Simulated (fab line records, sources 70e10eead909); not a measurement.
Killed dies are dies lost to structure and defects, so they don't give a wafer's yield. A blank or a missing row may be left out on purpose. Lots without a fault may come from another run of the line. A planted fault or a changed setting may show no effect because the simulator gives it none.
fab line records | flow nand_harc
record lots=16 wafers=48 last_day=24
route steps=1159 shown P_ZERO_WELL@18 P_STI@89
lots that met no fault: from a run of the same line without faults
start_h: hours from the record's first day to the start of the lot's first wafer shown | wait_h: hours since the lot's step before | " the same as in the row above | L1.1+2: a row that stands for several wafers | - no value, or no start given | * or withheld: withheld | < > ~ a bound
route shown NAME@n: a module of which the file shows steps, and the number in the route of the first | usual: mean/standard deviation of fault-free wafers | same: alike in all rows | chamber/n: place in a boat | sites: the reading at each site | _std_site: their standard deviation | _edge_site: outer sites' mean less inner sites' | radius_mm: how far each site lies from the wafer's centre | mask NAME#n: copy n | behind: the tool/chamber that last shaped the wafer | hold: why the lot was held/for how many hours/how that ended | device: the transistor (n, p or np) that didn't switch | end of line: the same wafers' tests at the end of the route | a step without rows: its recipe alone | killed: dies lost to structure and defects at the first sort, not the wafer's yield | map: a wafer's dies, x killed, . not, _ none there
set.NAME: the setting as run; set.NAME@STEP: as run at that earlier step | model.NAME: the simulator's own value behind a step, which no gauge read
steps of the route over a sample of lots; a table a step, a row a wafer
services: from which hour (start_h, from the record's first day; less than 0 if before it) a tool's chamber was out of use, for how many hours, and why
## steps
# step NHARC_P_ZERO_WELL_ETCH_62
# recipe target_depth_a=130 time_s=6.5 chf3_flow_sccm=50 ar_flow_sccm=200 rf_w=500 bias_w=200 chemistry=CHF3/Ar
# usual drypump_motor_current_A=5.7/0.44 oes_product_au=0.963/0.019 rf_fwd_power_W=488.0/1.9 rf_vpp_V=369.2/1.8 showerhead_plenum_p_Torr=2.28/0.072 throttle_valve_pct=20.217/0.0093
# columns lot.wafer tool chamber start_h wait_h drypump_motor_current_A oes_product_au rf_fwd_power_W rf_hours_counter_h rf_vpp_V showerhead_plenum_p_Torr throttle_valve_pct
L330.1 rie_diel-10 1 - - 5.7 0.955 483.7 0 370.8 2.45 20.208
L330.2 " 2 " " 5.4 0.979 488.1 0 369.2 2.32 20.222
L330.5 " 0 " " 5.9 0.949 486.3 - 368.4 2.26 20.235
L331.3 rie_diel-10 0 - - 5.8 0.956 485.2 1 368.2 2.26 20.202
L331.1 " 1 " " 5.7 0.961 487.1 1 373.1 2.45 20.218
L331.4 " 1 " " 5.7 0.955 486.5 - 373.0 2.45 20.207
L332.2 rie_diel-06 1 - - 6.2 0.963 487.9 10 369.6 2.24 20.232
L332.1 " 2 " " 5.9 0.984 487.0 11 367.8 2.21 20.228
L332.6 " 1 " " 6.1 0.951 487.5 - 367.8 2.24 20.209
L333.3 rie_diel-06 2 - - 5.9 0.986 486.7 11 366.6 2.21 20.209
L333.2 " 3 " " 6.1 0.985 486.5 11 370.5 2.36 20.196
L333.4 " 0 " " 4.8 0.959 489.8 10 369.3 2.34 20.217
L334.1 rie_diel-11 2 - - 5.4 0.973 489.1 1 366.6 2.20 20.220
L334.3 " 3 " " 5.9 0.951 488.5 2 368.1 2.29 20.203
L334.4 " 2 " " 5.4 0.971 488.5 - 365.8 2.20 20.225
L337.2 rie_diel-06 2 - - 5.9 0.986 486.8 13 367.7 2.21 20.207
L337.1 " 1 " " 6.2 0.963 490.0 12 367.7 2.24 20.242
L337.6 " 2 " " 5.9 0.993 487.1 - 365.2 2.21 20.215
L338.1 rie_diel-06 3 - - 6.1 0.979 486.3 13 370.7 2.36 20.239
L338.2 " 2 " " 5.9 0.980 487.9 13 368.6 2.21 20.206
L338.5 " 0 " " 4.8 0.986 490.2 - 370.5 2.33 20.199
L339.1 rie_diel-10 3 - - 5.1 0.987 493.6 3 366.5 2.22 20.232
L339.2 " 1 " " 5.7 0.956 488.1 5 372.9 2.44 20.215
L339.6 " 2 " " 5.3 0.983 486.3 - 369.7 2.32 20.205
L340.1 rie_diel-06 2 - - 5.9 0.975 487.1 0 367.6 2.20 20.228
L340.4 " 0 " " 4.8 0.946 488.9 0 370.0 2.33 20.224
L340.3 " 1 " " 6.1 0.990 487.2 0 367.6 2.24 20.220
L341.3 rie_diel-11 3 - - 5.9 0.953 490.9 5 369.4 2.28 20.222
L341.2 " 0 " " 5.1 0.980 486.6 3 371.9 2.36 20.224
L341.1 " 1 " " 5.7 0.971 489.8 6 370.4 2.31 20.216
L345.2 rie_diel-06 2 - - 5.9 0.954 489.9 3 367.3 2.20 20.220
L345.4 " 3 " " 6.1 0.969 488.4 3 372.1 2.36 20.222
L345.6 " 2 " " 5.9 0.960 488.4 - 366.9 2.20 20.211
L346.3 rie_diel-11 3 - - 6.0 0.931 488.8 7 369.9 2.28 20.236
L346.5 " 2 " " 5.4 0.967 490.4 - 366.9 2.20 20.235
L346.6 " 3 " " 6.0 0.950 485.0 - 369.8 2.28 20.229
L347.4 rie_diel-11 1 - - 5.7 0.965 485.1 7 369.7 2.31 20.213
L347.3 " 3 " " 6.0 0.950 488.1 7 368.5 2.28 20.226
L347.1 " 0 " " 5.1 0.987 489.6 5 370.6 2.36 20.222
L351.1 rie_diel-06 2 - - 5.9 0.973 487.5 5 366.0 2.20 20.202
L351.4 " 3 " " 6.1 0.972 487.9 4 371.1 2.36 20.233
L351.6 " 2 " " 5.9 0.969 490.8 - 366.2 2.20 20.225
L352.3 rie_diel-11 2 - - 5.4 0.924 487.4 10 367.7 2.20 20.206
L352.2 " 1 " " 5.7 0.918 484.7 10 368.5 2.31 20.198
L352.6 " 2 " " 5.4 0.934 488.6 - 367.9 2.20 20.210
L353.4 rie_diel-10 2 - - 5.3 0.989 486.7 11 370.4 2.32 20.220
L353.2 " 0 " " 5.9 0.954 487.8 12 368.7 2.25 20.216
L353.6 " 1 " " 5.7 0.975 489.4 - 374.0 2.44 20.219
# step NHARC_P_ZERO_WELL_ETCH_63
# recipe target_depth_a=1200 time_s=40.1 hbr_flow_sccm=150 cl2_flow_sccm=50 rf_w=400 icp_w=400 bias_w=100 chemistry=HBr/Cl2
# usual drypump_motor_current_A=5.8/0.44 oes_product_au=0.994/0.011 rf_fwd_power_W=394.9/1.7 throttle_valve_pct=26.406/0.0087
# columns lot.wafer tool chamber start_h wait_h drypump_motor_current_A oes_product_au rf_fwd_power_W rf_hours_counter_h throttle_valve_pct
L330.1 rie_si-01 0 13.65 - 5.8 0.992 393.2 0.4 26.405
L330.2 " 3 " " 5.7 0.994 394.5 0.5 26.404
L330.5 " 1 " " 4.9 1.013 395.1 - 26.416
L331.1 rie_si-01 3 19.61 - 5.7 1.011 394.1 0.5 26.395
L331.3 " 0 " " 5.7 0.997 392.4 0.4 26.389
L331.4 " 1 " " 4.9 1.019 393.3 0.4 26.398
L332.2 rie_si-05 0 25.54 - 6.0 0.985 398.1 1.1 26.413
L332.1 " 2 " " 6.6 1.008 395.2 1.1 26.397
L332.6 " 0 " " 6.0 0.984 397.4 - 26.405
L333.3 rie_si-03 1 31.54 - 5.8 0.998 393.0 0.3 26.416
L333.4 " 2 " " 5.5 0.999 397.5 0.4 26.403
L333.2 " 3 " " 5.8 0.988 398.8 0.5 26.414
L334.1 rie_si-05 1 37.71 - 5.6 0.984 392.4 1.2 26.412
L334.4 " 2 " " 6.7 1.006 396.0 1.2 26.414
L334.3 " 3 " " 6.2 0.976 393.2 1.1 26.394
L337.2 rie_si-05 2 55.53 - 6.7 1.011 397.0 1.4 26.405
L337.1 " 3 " " 6.2 0.988 393.6 1.2 26.404
L337.6 " 3 " " 6.2 0.976 393.9 - 26.406
L338.1 rie_si-05 2 61.65 - 6.7 1.009 395.7 1.5 26.404
L338.2 " 1 " " 5.6 0.981 392.9 1.5 26.409
L338.5 " 3 " " 6.3 0.989 393.8 - 26.409
L339.2 rie_si-01 1 67.68 - 4.9 1.021 395.7 1.0 26.412
L339.1 " 2 " " 5.3 0.984 392.6 1.0 26.397
L339.6 " 1 " " 4.9 1.015 395.3 - 26.412
L340.4 rie_si-05 2 73.54 - 6.7 1.016 396.7 0.0 26.415
L340.1 " 3 " " 6.2 1.001 394.1 0.0 26.396
L340.3 " 1 " " 5.6 0.988 395.0 0.0 26.400
L341.2 rie_si-01 0 79.69 - 5.8 0.990 395.4 1.1 26.416
L341.3 " 1 " " 4.9 1.012 395.3 1.1 26.403
L341.1 " 3 " " 5.7 1.000 393.5 0.8 26.417
L345.4 rie_si-05 1 103.57 - 5.6 0.988 393.0 0.2 26.415
L345.2 " 2 " " 6.7 1.007 396.8 0.2 26.402
L345.6 " 1 " " 5.6 0.989 392.8 - 26.420
L346.3 rie_si-03 2 109.69 - 5.4 0.990 396.2 1.1 26.404
L346.5 " 0 " " 6.2 1.002 394.6 - 26.400
L346.6 " 1 " " 5.8 0.985 395.0 - 26.411
L347.4 rie_si-01 2 115.82 - 5.3 0.996 396.0 1.4 26.399
L347.3 " 3 " " 5.7 1.002 393.1 1.1 26.415
L347.1 " 0 " " 5.7 0.992 394.4 1.3 26.416
L351.1 rie_si-03 0 139.54 - 6.3 1.003 393.8 1.5 26.427
L351.4 " 1 " " 5.8 0.979 392.3 1.5 26.404
L351.6 " 0 " " 6.2 1.002 393.3 - 26.407
L352.3 rie_si-03 3 145.54 - 5.8 1.002 397.8 1.6 26.409
L352.2 " 2 " " 5.4 0.990 392.9 1.5 26.394
L352.6 " 3 " " 5.8 1.000 395.5 - 26.395
L353.4 rie_si-03 0 151.57 - 6.3 0.996 395.0 1.6 26.392
L353.2 " 1 " " 5.8 0.984 391.8 1.6 26.409
L353.6 " 0 " " 6.3 1.008 396.3 - 26.411
# step NHARC_P_ZERO_WELL_EXPOSE_21
# recipe na=0.6 target_cd_nm=720 dose_mj=22.31 mask_id=P_NWELL
# usual exposure_dose_mJ_cm2=22.309/0.021
# columns lot.wafer tool chamber start_h wait_h mask exposure_dose_mJ_cm2
L330.1 krf_scanner-04 0 14.42 - P_NWELL#0 22.306
L330.2 " 0 " " P_NWELL#0 22.291
L330.5 " 0 " " P_NWELL#0 22.303
L331.1 krf_scanner-01 0 20.39 - P_NWELL#0 22.305
L331.3 " 0 " " P_NWELL#0 22.314
L331.4 " 0 " " P_NWELL#0 22.297
L332.1 krf_scanner-01 0 26.18 - P_NWELL#0 22.322
L332.2 " 0 " " P_NWELL#0 22.307
L332.6 " 0 " " P_NWELL#0 22.346
L333.2 krf_scanner-02 0 32.30 - P_NWELL#0 22.296
L333.3 " 0 " " P_NWELL#0 22.309
L333.4 " 0 " " P_NWELL#0 22.325
L334.1 krf_scanner-01 0 38.47 - P_NWELL#0 22.332
L334.3 " 0 " " P_NWELL#0 22.316
L334.4 " 0 " " P_NWELL#0 22.336
L337.1 krf_scanner-01 0 56.17 - P_NWELL#0 22.306
L337.2 " 0 " " P_NWELL#0 22.279
L337.6 " 0 " " P_NWELL#0 22.293
L338.1 krf_scanner-01 0 62.30 - P_NWELL#0 22.324
L338.2 " 0 " " P_NWELL#0 22.309
L338.5 " 0 " " P_NWELL#0 22.315
L339.1 krf_scanner-02 0 68.46 - P_NWELL#0 22.326
L339.2 " 0 " " P_NWELL#0 22.337
L339.6 " 0 " " P_NWELL#0 22.349
L340.1 krf_scanner-02 0 74.19 - P_NWELL#0 22.286
L340.3 " 0 " " P_NWELL#0 22.301
L340.4 " 0 " " P_NWELL#0 22.305
L341.1 krf_scanner-04 0 80.46 - P_NWELL#0 22.308
L341.2 " 0 " " P_NWELL#0 22.330
L341.3 " 0 " " P_NWELL#0 22.287
L345.2 krf_scanner-04 0 104.34 - P_NWELL#0 33.597
L345.4 " 0 " " P_NWELL#0 33.589
L345.6 " 0 " " P_NWELL#0 33.589
L346.3 krf_scanner-04 0 110.32 - P_NWELL#0 33.607
L346.5 " 0 " " P_NWELL#0 33.577
L346.6 " 0 " " P_NWELL#0 33.580
L347.1 krf_scanner-04 0 116.48 - P_NWELL#0 33.559
L347.3 " 0 " " P_NWELL#0 33.566
L347.4 " 0 " " P_NWELL#0 33.561
L351.1 krf_scanner-01 0 140.31 - P_NWELL#0 22.298
L351.4 " 0 " " P_NWELL#0 22.289
L351.6 " 0 " " P_NWELL#0 22.283
L352.2 krf_scanner-04 0 146.31 - P_NWELL#0 33.575
L352.3 " 0 " " P_NWELL#0 33.593
L352.6 " 0 " " P_NWELL#0 33.589
L353.2 krf_scanner-02 0 152.33 - P_NWELL#0 22.330
L353.4 " 0 " " P_NWELL#0 22.334
L353.6 " 0 " " P_NWELL#0 22.312
# step NHARC_P_ZERO_WELL_CD_MEAS_24
# recipe target_cd_nm=720 landing_energy_ev=500
# usual cd_nm=721.1/1.7
# same landing_energy_ev=500
# columns lot.wafer tool chamber start_h wait_h cd_nm
L330.1 cd_sem-03 0 14.57 - 723.5
L330.2 " 0 " " 720.7
L330.5 " 0 " " 722.3
L331.1 cd_sem-02 0 20.55 - 722.4
L331.3 " 0 " " 722.8
L331.4 " 0 " " 723.1
L332.1 cd_sem-01 0 26.34 - 719.7
L332.2 " 0 " " 719.8
L332.6 " 0 " " 719.8
L333.2 cd_sem-03 0 32.45 - 721.3
L333.3 " 0 " " 720.3
L333.4 " 0 " " 724.3
L334.1 cd_sem-03 0 38.63 - 722.4
L334.3 " 0 " " 718.7
L334.4 " 0 " " 718.4
L337.1 cd_sem-01 0 56.33 - 720.0
L337.2 " 0 " " 722.3
L337.6 " 0 " " 720.3
L338.1 cd_sem-03 0 62.46 - 719.0
L338.2 " 0 " " 720.2
L338.5 " 0 " " 719.5
L339.1 cd_sem-03 0 68.62 - 719.0
L339.2 " 0 " " 719.6
L339.6 " 0 " " 719.4
L340.1 cd_sem-03 0 74.34 - 722.1
L340.3 " 0 " " 719.8
L340.4 " 0 " " 720.8
L341.1 cd_sem-02 0 80.62 - 724.7
L341.2 " 0 " " 722.3
L341.3 " 0 " " 723.7
L345.2 cd_sem-02 0 104.49 - 789.0
L345.4 " 0 " " 790.9
L345.6 " 0 " " 790.6
L346.3 cd_sem-03 0 110.47 - 791.1
L346.5 " 0 " " 790.8
L346.6 " 0 " " 792.7
L347.1 cd_sem-02 0 116.63 - 788.0
L347.3 " 0 " " 790.4
L347.4 " 0 " " 790.0
L351.1 cd_sem-02 0 140.47 - 720.8
L351.4 " 0 " " 721.7
L351.6 " 0 " " 720.3
L352.2 cd_sem-03 0 146.47 - 792.0
L352.3 " 0 " " 793.0
L352.6 " 0 " " 789.3
L353.2 cd_sem-03 0 152.48 - 722.8
L353.4 " 0 " " 724.4
L353.6 " 0 " " 722.3
# step NHARC_P_STI_ETCH_31
# recipe target_depth_a=1089 time_s=54.5 cf4_flow_sccm=100 chf3_flow_sccm=30 ar_flow_sccm=0 rf_w=500 bias_w=200 chemistry=CF4/CHF3
# usual drypump_motor_current_A=5.7/0.56 oes_product_au=0.961/0.017 rf_fwd_power_W=495.2/2.2 rf_vpp_V=371.7/2.3 showerhead_plenum_p_Torr=1.60/0.062 throttle_valve_pct=16.802/0.01
# columns lot.wafer tool chamber start_h wait_h drypump_motor_current_A oes_product_au rf_fwd_power_W rf_hours_counter_h rf_vpp_V showerhead_plenum_p_Torr throttle_valve_pct
L330.2 rie_diel-12 2 - - 5.1 0.965 493.8 0.0 371.3 1.58 16.811
L330.1 " 3 " " 5.1 0.959 492.0 0.0 373.4 1.66 16.791
L330.5 " 2 " " 5.1 0.945 493.7 - 370.8 1.58 16.787
L331.3 rie_diel-05 3 - - 6.4 0.955 497.6 1.2 374.7 1.68 16.811
L331.1 " 2 " " 6.0 0.977 495.5 1.2 368.7 1.52 16.796
L331.4 " 1 " " 5.8 0.960 497.2 - 370.0 1.62 16.802
L332.2 rie_diel-12 1 - - 5.7 0.985 492.7 0.9 370.9 1.58 16.807
L332.1 " 3 " " 5.1 0.960 497.8 0.9 373.7 1.65 16.796
L332.6 " 0 " " 6.7 0.991 491.7 - 374.6 1.69 16.808
L333.2 rie_diel-05 3 - - 6.4 0.979 496.9 2.4 373.3 1.68 16.780
L333.3 " 0 " " 4.8 0.921 495.3 1.3 368.5 1.48 16.798
L333.4 " 2 " " 5.9 0.994 495.5 2.4 366.9 1.52 16.803
L334.3 rie_diel-12 0 - - 6.7 0.932 491.6 0.6 374.9 1.69 16.814
L334.1 " 2 " " 5.1 0.928 494.4 0.7 370.9 1.58 16.804
L334.4 " 3 " " 5.1 0.916 494.9 1.1 373.8 1.65 16.800
L337.1 rie_diel-08 3 - - 5.2 0.983 499.4 3.0 374.4 1.64 16.783
L337.2 " 0 " " 6.2 0.984 492.6 2.6 374.1 1.69 16.816
L337.6 " 2 " " 5.6 0.965 496.9 - 371.3 1.58 16.815
L338.2 rie_diel-08 1 - - 5.3 0.933 497.0 3.5 370.6 1.58 16.809
L338.1 " 2 " " 5.6 0.949 493.6 3.2 369.3 1.58 16.813
L338.5 " 2 " " 5.6 0.934 494.2 - 370.2 1.58 16.801
L339.2 rie_diel-05 1 - - 5.8 0.959 496.9 3.6 372.4 1.62 16.789
L339.1 " 0 " " 4.8 0.974 494.6 2.3 368.2 1.48 16.805
L339.6 " 1 " " 5.8 0.968 494.2 - 371.4 1.62 16.807
L340.3 rie_diel-05 3 - - 6.4 0.942 498.2 3.8 374.6 1.68 16.804
L340.1 " 1 " " 5.8 0.927 496.1 3.9 371.8 1.62 16.790
L340.4 " 2 " " 6.0 0.963 494.9 3.8 368.4 1.52 16.795
L341.3 rie_diel-12 1 - - 5.7 0.960 493.4 3.4 371.4 1.58 16.804
L341.1 " 2 " " 5.1 0.951 494.7 2.8 369.2 1.58 16.786
L341.2 " 0 " " 6.7 0.957 487.1 3.2 374.3 1.69 16.789
L345.2 rie_diel-12 1 - - 5.7 0.974 492.7 4.5 371.4 1.58 16.812
L345.4 " 2 " " 5.1 0.954 492.7 3.8 369.8 1.58 16.814
L345.6 " 2 " " 5.1 0.958 497.8 - 370.8 1.58 16.818
L346.3 rie_diel-05 2 - - 5.9 0.981 493.5 5.4 367.4 1.52 16.806
L346.6 " 2 " " 5.9 0.977 494.7 - 369.5 1.52 16.799
L346.5 " 3 " " 6.4 0.975 497.9 - 373.0 1.68 16.810
L347.3 rie_diel-05 0 - - 4.8 0.958 495.6 4.3 368.1 1.48 16.808
L347.1 " 1 " " 5.8 0.956 495.7 5.7 372.3 1.62 16.809
L347.4 " 3 " " 6.4 0.968 495.4 - 374.7 1.68 16.797
L351.4 rie_diel-12 3 - - 5.1 0.932 496.3 7.1 374.3 1.65 16.806
L351.1 " 1 " " 5.7 0.949 493.7 7.7 372.4 1.58 16.818
L351.6 " 3 " " 5.1 0.940 497.5 - 373.9 1.65 16.781
L352.3 rie_diel-08 3 - - 5.2 0.984 495.1 0.9 372.1 1.64 16.812
L352.2 " 0 " " 6.2 0.963 493.2 0.8 374.1 1.68 16.818
L352.6 " 2 " " 5.5 0.979 495.5 - 371.0 1.58 16.802
L353.2 rie_diel-05 2 - - 5.9 0.988 495.2 0.0 368.5 1.52 16.817
L353.4 " 1 " " 5.8 0.953 495.8 0.0 372.3 1.62 16.805
L353.6 " 3 " " 6.4 0.982 497.6 - 373.7 1.68 16.802
## services
# columns tool chamber start_h hours kind
krf_scanner-01 - -8.19 0.7 repair
rie_diel-11 0 11.67 20.5 repair
rie_diel-11 - 12.50 9.0 pm
rie_diel-12 - 25.40 9.0 pm
rie_diel-11 2 28.91 5.1 repair
rie_diel-05 3 32.01 4.6 repair
rie_diel-05 0 33.05 22.1 repair
rie_diel-11 0 35.90 6.3 repair
krf_scanner-04 - 37.68 1.4 repair
rie_diel-12 2 38.26 4.9 repair
rie_si-05 - 62.00 9.0 pm
rie_si-01 3 63.33 12.9 repair
rie_diel-06 - 64.20 9.0 pm
krf_scanner-01 - 67.56 2.9 repair
krf_scanner-01 - 84.00 4.0 pm
rie_diel-12 3 100.38 3.9 repair
krf_scanner-01 - 102.59 23.3 repair
rie_diel-06 - 109.20 0.7 repair
rie_diel-06 3 112.05 21.2 repair
krf_scanner-04 - 126.00 4.0 pm
rie_diel-12 - 131.52 0.3 repair
rie_diel-05 2 134.01 4.2 repair
rie_si-05 - 150.63 2.7 repair
rie_diel-05 - 163.60 9.0 pm
## key
first_sign step=NHARC_P_ZERO_WELL_EXPOSE_21 reading=exposure_dose_mJ_cm2 direction=up sigmas=99+ usual=22.309 struck=33.582
effect step=NHARC_P_ZERO_WELL_CD_MEAS_24 reading=cd_nm direction=up sigmas=41 usual=721.1 struck=790.6
met_at NHARC_P_ZERO_WELL_EXPOSE_21
struck_lots L345,L346,L347,L352
sort_left_out L345.2,L345.4,L345.6,L346.3,L346.5,L346.6,L347.1,L347.3,L347.4,L352.2,L352.3,L352.6
tester_left_out L345,L346,L347,L352
not_acting_at NHARC_P_ZERO_WELL_ETCH_62,NHARC_P_ZERO_WELL_ETCH_63,NHARC_P_STI_ETCH_31
onset_between 80.46 104.34
fault kind=process_parameter_drift tool=krf_scanner-04 chamber=- onset_h=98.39 steps=NHARC_P_ZERO_WELL_EXPOSE_21 channel=dose_mj offset=11.286 shape=step acts_in=these_recipes_only stated=22.31
# tester_left_out: of these lots the tester's yield and bins aren't shown, on N5 and GAA mostly nor the transistor test; their killed dies are dies lost to structure and defects alone, not to doping, threshold or leakage, so they don't give the yield
# sort_left_out: the simulated sort isn't trusted on such a fault, so these wafers' sort isn't shown, and their yield isn't known
